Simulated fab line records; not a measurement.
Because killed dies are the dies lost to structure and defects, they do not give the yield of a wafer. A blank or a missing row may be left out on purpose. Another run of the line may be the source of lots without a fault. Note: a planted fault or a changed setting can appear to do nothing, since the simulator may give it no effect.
Split-lot experiment :: flow n5Finfet :: on a route of 1938 steps: 7 lots, 21 wafers read

## ON THE SPLIT
At N5_BEOL_M13_COAT_65 (time 60 s, resist thk 350 nm), the setting spinRpm was moved away from the recipe's 1500 rpm on 7 of the 21 wafers read, by -10.3% to +10.7%. This setting was run at the recipe's value on the other wafers.

The split's own step is where the reading is taken.

## THE READING
SOC_of_BEOL_M13_COAT_65.thkNm (the simulator's own value, which no gauge read), in nm, at N5_BEOL_M13_COAT_65 (time 60 s, resist thk 350 nm). There is no usual value for it anywhere in the file. The 14 wafers here that ran the recipe average 350.3 nm, standard deviation 0.72 nm.

wafer: L075.1
tool, chamber at the split: lithoTrack-03, 0
spinRpm as run, rpm: 1431
against the recipe: -4.6%
SOC_of_BEOL_M13_COAT_65.thkNm, nm: 359
against lot-mates on the recipe: +9.4

wafer: L075.5
tool, chamber at the split: lithoTrack-03, 0
spinRpm as run, rpm: 1500
against the recipe: recipe
SOC_of_BEOL_M13_COAT_65.thkNm, nm: 350
against lot-mates on the recipe: -

wafer: L075.6
tool, chamber at the split: lithoTrack-03, 0
spinRpm as run, rpm: 1500
against the recipe: recipe
SOC_of_BEOL_M13_COAT_65.thkNm, nm: 349.2
against lot-mates on the recipe: -

wafer: L077.2
tool, chamber at the split: lithoTrack-02, 0
spinRpm as run, rpm: 1604
against the recipe: +6.9%
SOC_of_BEOL_M13_COAT_65.thkNm, nm: 338.4
against lot-mates on the recipe: -11.1

wafer: L077.4
tool, chamber at the split: lithoTrack-02, 0
spinRpm as run, rpm: 1500
against the recipe: recipe
SOC_of_BEOL_M13_COAT_65.thkNm, nm: 349.6
against lot-mates on the recipe: -

wafer: L077.5
tool, chamber at the split: lithoTrack-02, 0
spinRpm as run, rpm: 1500
against the recipe: recipe
SOC_of_BEOL_M13_COAT_65.thkNm, nm: 349.4
against lot-mates on the recipe: -

wafer: L081.2
tool, chamber at the split: lithoTrack-02, 0
spinRpm as run, rpm: 1500
against the recipe: recipe
SOC_of_BEOL_M13_COAT_65.thkNm, nm: 350.4
against lot-mates on the recipe: -

wafer: L081.4
tool, chamber at the split: lithoTrack-02, 0
spinRpm as run, rpm: 1500
against the recipe: recipe
SOC_of_BEOL_M13_COAT_65.thkNm, nm: 350
against lot-mates on the recipe: -

wafer: L081.6
tool, chamber at the split: lithoTrack-02, 0
spinRpm as run, rpm: 1500
against the recipe: recipe
SOC_of_BEOL_M13_COAT_65.thkNm, nm: 350.8
against lot-mates on the recipe: -

wafer: L090.4
tool, chamber at the split: lithoTrack-02, 0
spinRpm as run, rpm: 1500
against the recipe: recipe
SOC_of_BEOL_M13_COAT_65.thkNm, nm: 350.6
against lot-mates on the recipe: -

wafer: L090.5
tool, chamber at the split: lithoTrack-02, 0
spinRpm as run, rpm: 1660
against the recipe: +10.7%
SOC_of_BEOL_M13_COAT_65.thkNm, nm: 333
against lot-mates on the recipe: -17.8

wafer: L090.6
tool, chamber at the split: lithoTrack-02, 0
spinRpm as run, rpm: 1500
against the recipe: recipe
SOC_of_BEOL_M13_COAT_65.thkNm, nm: 351
against lot-mates on the recipe: -

wafer: L091.3
tool, chamber at the split: lithoTrack-02, 0
spinRpm as run, rpm: 1500
against the recipe: recipe
SOC_of_BEOL_M13_COAT_65.thkNm, nm: 351.8
against lot-mates on the recipe: -

wafer: L091.5
tool, chamber at the split: lithoTrack-02, 0
spinRpm as run, rpm: 1500
against the recipe: recipe
SOC_of_BEOL_M13_COAT_65.thkNm, nm: 351.4
against lot-mates on the recipe: -

wafer: L091.6
tool, chamber at the split: lithoTrack-02, 0
spinRpm as run, rpm: 1345
against the recipe: -10.3%
SOC_of_BEOL_M13_COAT_65.thkNm, nm: 370.2
against lot-mates on the recipe: +18.6

wafer: L092.1
tool, chamber at the split: lithoTrack-03, 0
spinRpm as run, rpm: 1500
against the recipe: recipe
SOC_of_BEOL_M13_COAT_65.thkNm, nm: 349.8
against lot-mates on the recipe: -

wafer: L092.3
tool, chamber at the split: lithoTrack-03, 0
spinRpm as run, rpm: 1454
against the recipe: -3.1%
SOC_of_BEOL_M13_COAT_65.thkNm, nm: 355.2
against lot-mates on the recipe: +5.2

wafer: L092.4
tool, chamber at the split: lithoTrack-03, 0
spinRpm as run, rpm: 1500
against the recipe: recipe
SOC_of_BEOL_M13_COAT_65.thkNm, nm: 350.2
against lot-mates on the recipe: -

wafer: L093.1
tool, chamber at the split: lithoTrack-02, 0
spinRpm as run, rpm: 1626
against the recipe: +8.4%
SOC_of_BEOL_M13_COAT_65.thkNm, nm: 336.2
against lot-mates on the recipe: -14.4

wafer: L093.3
tool, chamber at the split: lithoTrack-02, 0
spinRpm as run, rpm: 1500
against the recipe: recipe
SOC_of_BEOL_M13_COAT_65.thkNm, nm: 350.6
against lot-mates on the recipe: -

wafer: L093.6
tool, chamber at the split: lithoTrack-02, 0
spinRpm as run, rpm: 1626
against the recipe: +8.4%
SOC_of_BEOL_M13_COAT_65.thkNm, nm: 336.8
against lot-mates on the recipe: -13.8

FIT RESULTS
A straight line over all 21 wafers: SOC_of_BEOL_M13_COAT_65.thkNm changes by -1.74 nm for each +1% of spinRpm; r = -0.99; the points scatter about the line by 0.83 nm.
The same after taking each lot's own level away (the mean of its wafers on the recipe; 21 wafers): -1.72 nm for each +1%; r = -1.00; scatter 0.48 nm.
On that fit, the largest move of spinRpm shifts the reading by 18 nm.
The span of the lots' own levels, 349.50 to 351.60 nm, comes to 2.9 times the standard deviation stated above.
The two slopes agree, so the slope changes little with the lot-to-lot level.
Check: with one of the wafers moved furthest among these (+10.7%) left out of the fit, the line predicts -18.3 nm for it against its lot-mates. It came out at -17.8 nm against them.

## ADDITIONAL SPLITS CARRIED BY THESE WAFERS
These wafers also went through other splits before the reading. Each is held against what the fit with the lots' levels taken away leaves over:
other split on the same wafers: N5_BEOL_M11_PEB_26 pebTimeS
wafers away from the commonest value: 7
r with SOC_of_BEOL_M13_COAT_65.thkNm (lot level and that fit taken away): +0.11

other split on the same wafers: N5_BEOL_M11_TRENCH_ETCH_37 biasW
wafers away from the commonest value: 9
r with SOC_of_BEOL_M13_COAT_65.thkNm (lot level and that fit taken away): +0.30

other split on the same wafers: N5_BEOL_M12_ETCH_68 timeS
wafers away from the commonest value: 8
r with SOC_of_BEOL_M13_COAT_65.thkNm (lot level and that fit taken away): -0.32

## FILE'S OWN FIT
SOC_of_BEOL_M13_COAT_65.thkNm changes by -1.72 nm for each +1% of spinRpm, r = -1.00.
